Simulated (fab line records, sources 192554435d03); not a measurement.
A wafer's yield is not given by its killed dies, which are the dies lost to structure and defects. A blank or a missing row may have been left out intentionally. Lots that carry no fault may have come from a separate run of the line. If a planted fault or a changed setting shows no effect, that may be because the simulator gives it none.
A struck lot beside a sound one	flow n5_finfet	22 steps out of a route of 1938
Sound: the wafers L461.2, L461.3, L461.5. Wafers L471.2, L471.5, L471.6 were the ones struck. The cause is named last.
At each step with rows: each side's tool, then ch and its chambers, then its first start. Under that, the readings that differ: sound wafers	struck wafers	difference of the means	sigmas: that difference in standard deviations of wafers without a fault.
alike: same words and numbers on both sides, and readings whose means sit less than 2 such deviations apart. not compared: any withheld reading, any reading some wafer has no value for, any bound like >300 that may hide the same value, and any number with overlapping values for which the record gives no deviation.
Wherever a step has rows on one side only, a row that says differs or no value, or a row with sigmas, the two part there. Numbers that don't overlap but have no deviation are shown without sigmas and don't part them. Lack of a reading on every wafer of one side parts them only where that side has two or more wafers.

first, 9 steps without rows for these wafers: N5_BEOL_M3_PRE_CLEAN_60 (time 15 s); N5_BEOL_M3_CO_CAP_55 (material Co, precursor CCTBA/H2, target thk 2 nm, time 102.1 s); N5_BEOL_M3_PRE_CLEAN_56 (time 15 s); N5_BEOL_M3_DEP_57 (deposits SiCN from 3MS/NH3, target thk 8 nm, time 14 s); N5_BEOL_M4_ILD_DEP_00 (deposits SiOC from DEMS/O2, target thk 79 nm, time 15.3 s); N5_BEOL_M4_PECVD_72 (deposits SiO2 from TEOS/O2, target thk 16 nm, time 18 s); N5_BEOL_M4_HM_DEP_02 (deposits TiN, target thk 20 nm); N5_BEOL_M4_COAT_61 (time 60 s, resist thk 60 nm); N5_BEOL_M4_COAT_62 (time 60 s, resist thk 12 nm).
N5_BEOL_M4_COAT_73: time 60 s, resist thk 5 nm.
  sound on litho_track-01 ch 0, day 9 22:49; struck on litho_track-04 ch 0, day 12 12:07
reading	sound	struck	difference	sigmas
spin_speed_rpm (rpm)	1499.6 1501.3 1499.9	1642.3 1641.9 1640.5	+141.3	+99 or more
  alike: heater_power_total_W, resist_line_temp_C
then, 7 steps without rows for these wafers: N5_BEOL_M4_COAT_05 (resist thk 30 nm); N5_BEOL_M4_EBR_07; N5_BEOL_M4_SOFTBAKE_06 (time 60 s); N5_BEOL_M4_EXPOSE_08 (exposes mask M4); N5_BEOL_M4_PEB_09 (peb time 60 s); N5_BEOL_M4_DEVELOP_10 (develop time 30 s); N5_BEOL_M4_DESCUM_16 (chemistry O2, time 7 s).
N5_BEOL_M4_ETCH_74: etches underlayer in N2/H2, target depth 6.5 nm, time 5.2 s.
  sound on rie_diel-05 ch 0,1,2, day 9 23:31; struck on rie_diel-01 ch 0,2, day 12 12:49
reading	sound	struck	difference	sigmas
etch_rf_on_time_s (s)	5.19 5.41 5.65	4.79 4.81 4.96	-0.56	-3
showerhead_plenum_p_Torr (Torr)	2.49 2.61 2.45	2.71 2.71 2.62	+0.16	+2
model.CAR-EUV_of_BEOL_M4_COAT_05.thk_nm (nm)	20.2 20.2 20.2	20.6 20.4 20.6	+0.3	
model.etch.depth_nm (nm)	5.02 5.01 5.022	4.783 4.796 4.78	-0.231	
  alike: drypump_motor_current_A, oes_product_au, rf_vpp_V, throttle_valve_pct
  not compared: rf_hours_counter_h
N5_BEOL_M4_ETCH_63: etches SiARC in CF4, target depth 15.6 nm, time 26 s.
  sound on rie_diel-05 ch 0,1,2, day 9 23:32; struck on rie_diel-01 ch 0,2, day 12 12:50
reading	sound	struck	difference	sigmas
model.CAR-EUV_of_BEOL_M4_COAT_05.thk_nm (nm)	11 11 11	11.2 11.2 11.4	+0.3	
  alike: drypump_motor_current_A, etch_rf_on_time_s, oes_product_au, rf_vpp_V, showerhead_plenum_p_Torr, throttle_valve_pct
  not compared: rf_hours_counter_h
then, 1 step without rows for these wafers: N5_BEOL_M4_ETCH_64 (etches SOC in N2/H2, target depth 75 nm, overetch 22.5 nm, time 121.9 s).
N5_BEOL_M4_RC_MEAS_101:
  sound on prober-01 ch 0, day 10 17:31; struck on prober-01 ch 0, day 12 22:54
  alike: DIBL_N, DIBL_P, IOFF_N, IOFF_P, ION_N, ION_P, SS_N, SS_P, VT_N, VT_P
-- here the record skips 4 days between the struck wafers' starts before and after, leaving off in module BEOL_M4 and picking up in module PASSIVATION (first step shown: number 1936 of the route) --
N5_PASSIVATION_PROBE_49:
  sound on prober-02 at day 15 03:20; struck on prober-02 at day 17 09:05
  alike: defect_limited_yield, killed_at_M0_to_M3, killed_at_M4_up, killed_at_contacts, killed_at_front_end, killed_at_other, killed_dies, killed_open, killed_short, sort_bin_4_leakage, sort_bin_5_function, sort_bin_6_memory, sort_n_pass, sort_yield_pct

WHERE THEY PART
First at N5_BEOL_M4_COAT_73; last, within this record, at N5_BEOL_M4_ETCH_74. Later steps at which nothing parts them and some readings are alike: N5_BEOL_M4_ETCH_63, N5_BEOL_M4_RC_MEAS_101, N5_PASSIVATION_PROBE_49.

WHY: what had been put in by the simulator
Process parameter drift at N5_BEOL_M4_COAT_73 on litho_track-04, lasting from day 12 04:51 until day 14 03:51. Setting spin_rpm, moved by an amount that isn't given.
